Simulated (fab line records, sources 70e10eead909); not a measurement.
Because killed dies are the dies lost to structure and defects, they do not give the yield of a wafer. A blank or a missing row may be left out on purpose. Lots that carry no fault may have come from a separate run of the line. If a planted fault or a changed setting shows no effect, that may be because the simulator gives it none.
What tool caused it? / flow nand harc / Sampling: 7 lots, 21 wafers, 4 of 1302 route steps

== WHAT THE GAUGES READ, wafer by wafer ==
NHARC_A_ONON_D2_THK_MEAS_08: measures by ellipsometry.
lot=L524; measured=day 13 03:44; on=film metro-01; thk nm (nm)=1002 1000 1001
lot=L526; measured=day 13 13:49; on=film metro-02; thk nm (nm)=984 985 984
lot=L528; measured=day 14 22:15; on=film metro-01; thk nm (nm)=981 982 981
lot=L530; measured=day 15 21:38; on=film metro-01; thk nm (nm)=993 992 993
lot=L532; measured=day 16 15:57; on=film metro-01; thk nm (nm)=998 997 997
lot=L535; measured=day 17 09:41; on=film metro-02; thk nm (nm)=970 973 970
lot=L541; measured=day 19 22:58; on=film metro-02; thk nm (nm)=1000 960 1001

== WHICH TOOL RAN EACH LOT (tool, then ch and the chambers of the sampled wafers, then the start) ==
lot=L524; NHARC_A_DECK1_JOINT_ETCHBACK_07=rie si-02 ch 0,1,3, day 11 05:43; NHARC_A_DECK1_JOINT_CMP_02=cmp-02 ch 0,2, day 13 01:20; NHARC_A_ONON_D2_DEP_06=pecvd onon-03 ch 0, day 13 03:20
lot=L526; NHARC_A_DECK1_JOINT_ETCHBACK_07=rie si-06 ch 0,1,3, day 12 04:23; NHARC_A_DECK1_JOINT_CMP_02=cmp-02 ch 0,1, day 13 11:25; NHARC_A_ONON_D2_DEP_06=pecvd onon-01 ch 0, day 13 13:22
lot=L528; NHARC_A_DECK1_JOINT_ETCHBACK_07=rie si-02 ch 0,2,3, day 13 10:04; NHARC_A_DECK1_JOINT_CMP_02=cmp-04 ch 0,2,3, day 14 19:50; NHARC_A_ONON_D2_DEP_06=pecvd onon-01 ch 0, day 14 21:44
lot=L530; NHARC_A_DECK1_JOINT_ETCHBACK_07=rie si-02 ch 0,2,3, day 14 05:55; NHARC_A_DECK1_JOINT_CMP_02=cmp-04 ch 1,3, day 15 19:11; NHARC_A_ONON_D2_DEP_06=pecvd onon-02 ch 0, day 15 21:07
lot=L532; NHARC_A_DECK1_JOINT_ETCHBACK_07=rie si-02 ch 0,1,3, day 14 23:13; NHARC_A_DECK1_JOINT_CMP_02=cmp-04 ch 0,1,2, day 16 13:28; NHARC_A_ONON_D2_DEP_06=pecvd onon-01 ch 0, day 16 15:26
lot=L535; NHARC_A_DECK1_JOINT_ETCHBACK_07=rie si-02 ch 1,2, day 15 20:14; NHARC_A_DECK1_JOINT_CMP_02=cmp-03 ch 2,3, day 17 07:17; NHARC_A_ONON_D2_DEP_06=pecvd onon-03 ch 0, day 17 09:10
lot=L541; NHARC_A_DECK1_JOINT_ETCHBACK_07=rie si-06 ch 1,3, day 18 14:47; NHARC_A_DECK1_JOINT_CMP_02=cmp-03 ch 0,2,3, day 19 20:16; NHARC_A_ONON_D2_DEP_06=pecvd onon-02 ch 0, day 19 22:31
- NHARC_A_DECK1_JOINT_ETCHBACK_07: etches the open film in HBr, target depth 105 nm, time 26.9 s.
- NHARC_A_DECK1_JOINT_CMP_02: polishes SiOx.
- NHARC_A_ONON_D2_DEP_06: target thk 1000 nm.

== THE ANSWER, worked out from the rows above alone ==
Rule: what is usual is taken from the lots themselves. The widest of any qualifying gaps counts: lots, ordered by their means at a reading, are off when they make up no more than a third of the lots, leave a main group of 4 or more, and stand apart from it by 3 or more times the standard deviation of that group's means. A main group is skipped when, at the precision printed for the reading in the tables above, its means are all equal. A lot without any number at a reading at which 4 lots or more have one is off too. Any other lot the step has rows for is counted as sound.
Nothing can be told from this: no lot is off at any reading shown.

== WHAT WAS PUT IN BY THE SIMULATOR ==
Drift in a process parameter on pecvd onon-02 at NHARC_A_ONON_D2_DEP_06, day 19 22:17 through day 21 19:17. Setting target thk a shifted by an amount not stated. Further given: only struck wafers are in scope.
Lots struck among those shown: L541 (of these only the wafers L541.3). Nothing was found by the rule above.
